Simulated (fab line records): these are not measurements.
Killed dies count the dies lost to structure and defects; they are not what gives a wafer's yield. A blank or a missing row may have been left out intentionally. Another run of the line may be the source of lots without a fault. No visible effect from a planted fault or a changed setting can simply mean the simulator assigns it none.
Problem report, 8D (eight disciplines) form, completed by code	flow nandHarc	the parts of the form that need people (team, actions taken, sign-off) are left out

1. WHAT IS WRONG
NHARC_END_SORT_01, killedAtArray: mean 479 on 3 wafers (1 lot); fault-free wafers 27, standard deviation 10. Measured from the usual mean, that is +45 standard deviations.
First seen on wafer L688.1, day 20 16:42, on prober-02. The record holds 3 wafers of 1 lot with a number at this step. Rule for "out" (also "out of limits"): further than 4 standard deviations from the usual mean. All remaining wafers that have a number are taken as sound.

2. WHAT IT IS, WHAT IT ISN'T
question	is	is not
which readings at this step	killedAtArray, killedDies	killedAtPeriphery, killedOpen, killedShort
which lots	L688	-
which wafers of those lots	all that have a number	-
read on which gauges	prober-02	-
when	from day 20 16:42	up to then (0 sound wafers)

3. WHAT RULES OUT EACH SUSPECT
Counting: a tool at any process step up to the reading remains a suspect when it ran all the lots that are out and ran no sound lot after the first of those.
- the gauge at NHARC_END_SORT_01: kept. All the wafers that are out were read on prober-02, and no step on other tools shows them out.
- ecdCu-01 at NHARC_A_M0_ECD_22 (material Cu, target thk 400 nm): kept. It ran the lot that is out, L688 (day 18 06:14), and no sound lot after that.
- cmp-03 at NHARC_A_BONDPAD_CMP_19 (polishes, t overpolish 30 s, cu recess touch 16 s, target thk 169.8 nm): kept. It ran the lot that is out, L688 (day 18 15:53), and no sound lot after that.
The count leaves ecdCu-01 at NHARC_A_M0_ECD_22, cmp-03 at NHARC_A_BONDPAD_CMP_19, and prober-02 at NHARC_END_SORT_01.

4. THE CAUSE (what the simulator had put in)
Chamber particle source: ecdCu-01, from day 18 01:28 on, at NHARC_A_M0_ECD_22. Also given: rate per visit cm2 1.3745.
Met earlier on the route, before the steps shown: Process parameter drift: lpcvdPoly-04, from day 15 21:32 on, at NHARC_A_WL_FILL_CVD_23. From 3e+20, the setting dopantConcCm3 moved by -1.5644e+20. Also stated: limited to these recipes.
This tool is one of the 3 suspects left after counting.

5. THE EFFECT CHAIN, in route order
Each row: a reading where the mean over the struck wafers with a number is more than 3 standard deviations away from the usual. Readings are gone through only where the record gives a usual standard deviation; hours: the median, over the lots, of the time from a lot's start at the first step in this table giving one to that lot's start at this step; sigmas: the change measured in usual standard deviations.
hours	step	reading	usual	on struck wafers	change	sigmas
0	NHARC_END_SORT_01	killedAtArray	27	479	+452	+45
0	NHARC_END_SORT_01	killedDies	31	484	+453	+45

6. HOW IT WOULD HAVE BEEN CAUGHT EARLIER
63 hours passed between the start of the fault at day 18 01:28 and the first reading out of limits at a measuring or inspecting step in this record, taken at day 20 16:42.
Of the tool readings at NHARC_A_M0_ECD_22 for which the record gives a usual standard deviation, none was out on any struck wafer, so an alarm limit of 4 standard deviations on them would not have fired.
Each of the lots that are out, 1 in all, had begun NHARC_A_M0_ECD_22 on ecdCu-01 no later than day 20 16:42. None of them would have been spared by holding the tool at that moment.
